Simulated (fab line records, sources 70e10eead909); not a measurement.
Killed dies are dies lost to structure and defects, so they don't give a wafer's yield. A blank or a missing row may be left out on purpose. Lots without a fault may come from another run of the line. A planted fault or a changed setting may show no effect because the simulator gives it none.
fab line records | flow nand_harc
record lots=15 wafers=45 last_day=33
route steps=1302 shown A_CONTACT@1086 A_BLC@1116
lots that met no fault: from a run of the same line without faults
start_h: hours from the record's first day to the start of the lot's first wafer shown | wait_h: hours since the lot's step before | " the same as in the row above | L1.1+2: a row that stands for several wafers | - no value, or no start given | * or withheld: withheld | < > ~ a bound
route shown NAME@n: a module of which the file shows steps, and the number in the route of the first | usual: mean/standard deviation of fault-free wafers | same: alike in all rows | chamber/n: place in a boat | sites: the reading at each site | _std_site: their standard deviation | _edge_site: outer sites' mean less inner sites' | radius_mm: how far each site lies from the wafer's centre | mask NAME#n: copy n | behind: the tool/chamber that last shaped the wafer | hold: why the lot was held/for how many hours/how that ended | device: the transistor (n, p or np) that didn't switch | end of line: the same wafers' tests at the end of the route | a step without rows: its recipe alone | killed: dies lost to structure and defects at the first sort, not the wafer's yield | map: a wafer's dies, x killed, . not, _ none there
set.NAME: the setting as run; set.NAME@STEP: as run at that earlier step | model.NAME: the simulator's own value behind a step, which no gauge read
steps of the route over a sample of lots; a table a step, a row a wafer
services: from which hour (start_h, from the record's first day; less than 0 if before it) a tool's chamber was out of use, for how many hours, and why
## steps
# step NHARC_A_CONTACT_ETCH_134
# recipe source_w=withheld pressure_mtorr=20 bias_v=withheld time_s=140 target_depth_a=7000 ar_flow_sccm=withheld c4f8_flow_sccm=withheld o2_flow_sccm=withheld chemistry=C4F8/O2/Ar
# usual chamber_pressure_mTorr=19.999/0.017
# columns lot.wafer tool chamber start_h wait_h chamber_pressure_mTorr rf_hours_counter_h
L907.1 har_cap_etch-03 0 522.93 - 20.015 46
L907.3 " 0 " " 20.016 -
L907.5 " 0 " " 19.986 -
L911.2 har_cap_etch-02 0 587.90 - 19.983 98
L911.4 " 1 " " 19.988 -
L911.6 " 1 " " 20.016 -
L915.1 har_cap_etch-01 0 590.87 - 20.007 14
L915.4 " 0 " " 20.009 -
L915.5 " 0 " " 20.010 -
L914.2 har_cap_etch-02 0 592.69 - 19.983 99
L914.3 " 0 " " 20.001 -
L914.6 " 0 " " 19.980 -
L916.1 har_cap_etch-02 1 602.56 - 19.997 100
L916.3 " 0 " " 20.038 -
L916.5 " 0 " " 19.976 -
L919.1 har_cap_etch-01 0 639.99 - 20.016 25
L919.3 " 0 " " 20.013 -
L919.4 " 1 " " 19.977 -
L920.1 har_cap_etch-03 1 645.06 - 20.011 67
L920.2 " 0 " " 19.992 67
L920.6 " 0 " " 19.997 -
L922.3 har_cap_etch-02 0 653.33 - 20.010 -
L922.5 " 1 " " 20.009 -
L922.6 " 0 " " 19.953 -
L921.1 har_cap_etch-03 0 681.55 - 20.017 73
L921.3 " 1 " " 19.971 -
L921.5 " 0 " " 20.025 -
L924.4 har_cap_etch-02 1 695.03 - 20.004 -
L924.6 " 0 " " 19.998 -
L924.5 " 1 " " 19.974 -
L925.4 har_cap_etch-03 0 696.46 - 20.012 -
L925.6 " 1 " " 19.994 -
L925.5 " 0 " " 19.991 -
L926.1 har_cap_etch-03 0 710.01 - 19.996 78
L926.4 " 0 " " 19.990 -
L926.5 " 0 " " 19.994 -
L929.1 har_cap_etch-03 1 735.51 - 20.029 84
L929.4 " 0 " " 20.015 -
L929.6 " 0 " " 19.967 -
L928.1 har_cap_etch-02 0 736.93 - 19.992 123
L928.3 " 1 " " 20.014 -
L928.5 " 0 " " 20.007 -
L930.1 har_cap_etch-01 0 739.76 - 19.982 44
L930.4 " 1 " " 19.979 -
L930.3 " 0 " " 20.000 -
# step NHARC_A_CONTACT_ETCH_139
# recipe source_w=withheld pressure_mtorr=20 bias_v=400 time_s=195 target_depth_a=8400 ar_flow_sccm=withheld c4f8_flow_sccm=11.5 o2_flow_sccm=7.2 chemistry=C4F8/O2/Ar
# usual chamber_pressure_mTorr=20.000/0.019
# columns lot.wafer tool chamber start_h wait_h chamber_pressure_mTorr rf_hours_counter_h
L907.1 har_cap_etch-03 0 524.23 0.2 20.035 47
L907.3 " 0 " " 20.005 -
L907.5 " 0 " " 19.988 -
L911.2 har_cap_etch-02 0 589.20 0.2 20.015 99
L911.4 " 1 " " 19.989 -
L911.6 " 1 " " 20.007 -
L915.1 har_cap_etch-01 0 592.17 0.2 20.015 15
L915.4 " 0 " " 19.989 -
L915.5 " 0 " " 19.990 -
L914.2 har_cap_etch-02 0 593.97 0.2 19.992 100
L914.3 " 0 " " 20.015 -
L914.6 " 0 " " 20.000 -
L916.1 har_cap_etch-02 1 603.84 0.2 20.020 102
L916.3 " 0 " " 20.008 -
L916.5 " 0 " " 20.004 -
L919.1 har_cap_etch-01 0 641.28 0.2 20.017 26
L919.3 " 0 " " 19.972 -
L919.4 " 1 " " 19.978 -
L920.1 har_cap_etch-03 1 646.35 0.2 20.009 69
L920.2 " 0 " " 19.987 69
L920.6 " 0 " " 20.011 -
L922.3 har_cap_etch-02 0 654.66 0.2 19.976 -
L922.5 " 1 " " 20.018 -
L922.6 " 0 " " 20.006 -
L921.1 har_cap_etch-03 0 682.84 0.2 19.990 75
L921.3 " 1 " " 19.959 -
L921.5 " 0 " " 19.993 -
L924.4 har_cap_etch-02 1 696.35 0.2 19.978 -
L924.6 " 0 " " 20.003 -
L924.5 " 1 " " 20.004 -
L925.4 har_cap_etch-03 0 698.22 0.3 20.009 -
L925.6 " 1 " " 20.011 -
L925.5 " 0 " " 20.057 -
L926.1 har_cap_etch-03 0 711.30 0.2 20.018 80
L926.4 " 0 " " 19.996 -
L926.5 " 0 " " 19.998 -
L929.1 har_cap_etch-03 1 736.81 0.2 20.008 85
L929.4 " 0 " " 20.018 -
L929.6 " 0 " " 20.014 -
L928.1 har_cap_etch-02 0 738.66 0.3 19.991 124
L928.3 " 1 " " 19.981 -
L928.5 " 0 " " 20.024 -
L930.1 har_cap_etch-01 0 741.06 0.2 20.007 46
L930.4 " 1 " " 20.014 -
L930.3 " 0 " " 19.967 -
# step NHARC_A_CONTACT_STRIP_26
# recipe o2_flow_sccm=500 ar_flow_sccm=0 bias_w=0 chemistry=O2
# usual chamber_pressure_mTorr=60.00/0.058 drypump_motor_current_A=5.6/0.4 oes_product_au=1.001/0.0089 rf_vpp_V=57.9/0.85 showerhead_plenum_p_Torr=3.55/0.18 throttle_valve_pct=17.037/0.0086
# columns lot.wafer tool chamber start_h wait_h chamber_pressure_mTorr drypump_motor_current_A oes_product_au rf_hours_counter_h rf_vpp_V showerhead_plenum_p_Torr throttle_valve_pct
L907.1 rie_diel-06 0 - - 60.07 5.8 1.000 7 57.9 3.80 17.044
L907.3 " 1 " " 59.98 5.3 1.006 3 58.2 3.39 17.034
L907.5 " 0 " " 59.98 5.9 1.004 - 57.0 3.80 17.042
L911.4 rie_diel-06 1 - - 59.98 5.2 1.003 16 56.9 3.38 17.037
L911.2 " 2 " " 59.90 5.8 0.993 15 57.8 3.49 17.044
L911.6 " 1 " " 60.00 5.2 1.005 - 57.3 3.38 17.030
L915.1 rie_diel-06 0 - - 60.03 5.8 0.991 18 58.5 3.80 17.049
L915.4 " 1 " " 59.94 5.2 1.006 16 57.1 3.38 17.025
L915.5 " 3 " " 60.05 5.2 0.990 - 57.3 3.41 17.046
L914.3 rie_diel-06 1 - - 60.05 5.2 0.998 17 56.6 3.38 17.043
L914.2 " 2 " " 60.09 5.8 0.988 16 57.7 3.49 17.034
L914.6 " 3 " " 60.01 5.2 0.996 - 58.2 3.41 17.030
L916.1 rie_diel-06 2 - - 60.06 5.7 1.007 16 56.2 3.49 17.034
L916.3 " 0 " " 59.97 5.8 1.002 19 58.0 3.80 17.049
L916.5 " 2 " " 60.01 5.8 0.983 - 58.8 3.49 17.040
L919.3 rie_diel-06 0 - - 60.00 5.9 1.005 24 57.8 3.79 17.041
L919.1 " 1 " " 59.94 5.2 1.006 23 59.2 3.38 17.038
L919.4 " 2 " " 59.99 5.8 0.988 22 59.0 3.49 17.029
L920.2 rie_diel-06 1 - - 59.99 5.2 0.989 25 56.3 3.38 17.056
L920.1 " 3 " " 60.04 5.2 0.991 24 58.3 3.40 17.043
L920.6 " 1 " " 60.06 5.3 0.993 - 58.3 3.38 17.032
L922.3 rie_diel-06 0 - - 59.98 5.8 0.984 28 59.1 3.79 17.046
L922.6 " 1 " " 59.96 5.3 0.994 - 57.3 3.38 17.043
L922.5 " 2 " " 59.91 5.7 0.994 - 59.3 3.48 17.042
L921.3 rie_diel-09 1 - - 60.07 5.8 1.001 0 58.0 3.68 17.039
L921.1 " 3 " " 59.97 6.4 1.015 0 59.6 3.81 17.034
L921.5 " 2 " " 60.06 5.3 1.007 - 59.0 3.71 17.024
L924.4 rie_diel-09 2 - - 59.97 5.3 0.997 2 58.5 3.71 17.038
L924.6 " 3 " " 59.93 6.4 1.018 - 58.5 3.81 17.060
L924.5 " 0 " " 59.90 5.2 1.009 - 57.5 3.33 17.058
L925.4 rie_diel-09 1 - - 59.99 5.7 0.986 3 59.5 3.68 17.024
L925.6 " 1 " " 59.97 5.7 0.995 - 57.9 3.68 17.029
L925.5 " 2 " " 60.02 5.2 1.000 - 57.8 3.71 17.058
L926.1 rie_diel-02 2 - - 60.02 6.1 1.004 41 56.1 3.37 17.034
L926.4 " 3 " " 59.89 6.6 1.017 45 58.8 3.72 17.055
L926.5 " 1 " " 60.05 6.2 1.015 - 59.4 3.47 17.040
L929.4 rie_diel-06 0 - - 60.03 5.8 1.001 8 57.8 3.79 17.034
L929.1 " 2 " " 59.94 5.7 1.004 8 57.1 3.48 17.036
L929.6 " 1 " " 59.98 5.2 0.997 - 57.6 3.37 17.035
L928.3 rie_diel-06 0 - - 60.09 5.9 0.987 8 59.0 3.79 17.044
L928.1 " 2 " " 60.05 5.7 0.997 9 57.8 3.48 17.025
L928.5 " 1 " " 59.96 5.3 0.988 - 58.1 3.37 17.051
L930.3 rie_diel-06 3 - - 60.01 5.1 1.012 9 57.3 3.40 17.047
L930.1 " 1 " " 59.94 5.2 0.993 8 58.1 3.37 17.033
L930.4 " 2 " " 60.01 5.7 1.014 9 57.9 3.48 17.046
# step NHARC_A_BLC_DEVELOP_09
# recipe develop_time_s=35 dev_temp_c=23
# usual chill_plate_temp_C=23.02/0.12 develop_time_s=35/0
# columns lot.wafer tool chamber start_h wait_h chill_plate_temp_C develop_time_s
L907.1 litho_track-06 0 528 - 23.14 35
L907.3 " 0 " " 22.96 35
L907.5 " 0 " " 22.78 35
L911.2 litho_track-04 0 592 - 23.04 35
L911.4 " 0 " " 22.95 35
L911.6 " 0 " " 23.07 35
L915.1 litho_track-01 - 595 - - -
L915.4 " - " " - -
L915.5 " - " " - -
L914.2 litho_track-06 - 597 - - -
L914.3 " - " " - -
L914.6 " - " " - -
L916.1 litho_track-04 - 607 - - -
L916.3 " - " " - -
L916.5 " - " " - -
L919.1 litho_track-01 0 644 - 22.82 35
L919.3 " 0 " " 22.94 35
L919.4 " 0 " " 22.92 35
L920.1 litho_track-01 0 649 - 23.06 35
L920.2 " 0 " " 22.98 35
L920.6 " 0 " " 23.17 35
L922.3 litho_track-04 0 658 - 23.04 35
L922.5 " 0 " " 22.94 35
L922.6 " 0 " " 22.92 35
L921.1 litho_track-06 0 686 - 23.08 35
L921.3 " 0 " " 23.14 35
L921.5 " 0 " " 22.90 35
L924.4 litho_track-04 0 699 - 22.90 35
L924.5 " 0 " " 22.91 35
L924.6 " 0 " " 22.80 35
L925.4 litho_track-04 0 701 - 23.12 35
L925.5 " 0 " " 23.06 35
L925.6 " 0 " " 23.20 35
L926.1 litho_track-04 0 715 - 23.20 35
L926.4 " 0 " " 23.23 35
L926.5 " 0 " " 23.16 35
L929.1 litho_track-06 0 741 - 23.02 35
L929.4 " 0 " " 22.88 35
L929.6 " 0 " " 22.89 35
L928.1 litho_track-04 0 743 - 23.06 35
L928.3 " 0 " " 23.00 35
L928.5 " 0 " " 23.08 35
L930.1 litho_track-04 0 744 - 23.12 35
L930.3 " 0 " " 23.03 35
L930.4 " 0 " " 23.19 35
## services
# columns tool chamber start_h hours kind
litho_track-01 - 505.00 7.0 pm
rie_diel-06 1 506.86 6.1 repair
rie_diel-06 0 523.26 - clean
rie_diel-06 1 523.26 - clean
rie_diel-06 2 523.26 - clean
litho_track-06 - 529.00 7.0 pm
har_cap_etch-03 - 549.22 1.5 repair
rie_diel-06 2 550.43 13.4 repair
litho_track-04 - 553.00 7.0 pm
rie_diel-06 - 559.49 0.5 repair
rie_diel-02 - 572.90 9.0 pm
rie_diel-06 - 600.79 1.0 repair
rie_diel-09 0 627.47 2.9 repair
rie_diel-02 - 642.04 1.2 repair
rie_diel-06 - 666.76 9.0 pm
rie_diel-09 - 674.21 9.0 pm
litho_track-01 - 680.00 7.0 pm
rie_diel-02 3 691.66 2.9 repair
rie_diel-02 - 707.07 0.2 repair
rie_diel-06 2 711.45 9.1 repair
rie_diel-09 1 720.68 1.7 repair
rie_diel-09 1 724.68 3.9 repair
litho_track-04 - 728.00 7.0 pm
har_cap_etch-03 - 737.93 2.0 repair
## key
first_sign step=NHARC_A_BLC_DEVELOP_09 reading=tool_record direction=missing
effect none on later readings
met_at NHARC_A_BLC_DEVELOP_09
struck_lots L914,L915,L916
later_rows_left_out L914.2,L914.3,L914.6,L915.1,L915.4,L915.5,L916.1,L916.3,L916.5
sort_left_out L914.2,L914.3,L914.6,L915.1,L915.4,L915.5,L916.1,L916.3,L916.5
tester_left_out L914,L915,L916
not_acting_at NHARC_A_CONTACT_ETCH_134,NHARC_A_CONTACT_ETCH_139,NHARC_A_CONTACT_STRIP_26
fault kind=skipped_step_whole tool=litho_track-01,litho_track-04,litho_track-06 chamber=- onset_h=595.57 steps=NHARC_A_BLC_DEVELOP_09 scope=struck_lots_only
# tester_left_out: of these lots the tester's yield and bins aren't shown, on N5 and GAA mostly nor the transistor test; their killed dies are dies lost to structure and defects alone, not to doping, threshold or leakage, so they don't give the yield
# sort_left_out: the simulated sort isn't trusted on such a fault, so these wafers' sort isn't shown, and their yield isn't known
# later_rows_left_out: the simulator's readings of these wafers behind a module that went badly wrong aren't trusted and aren't shown, but for the sort
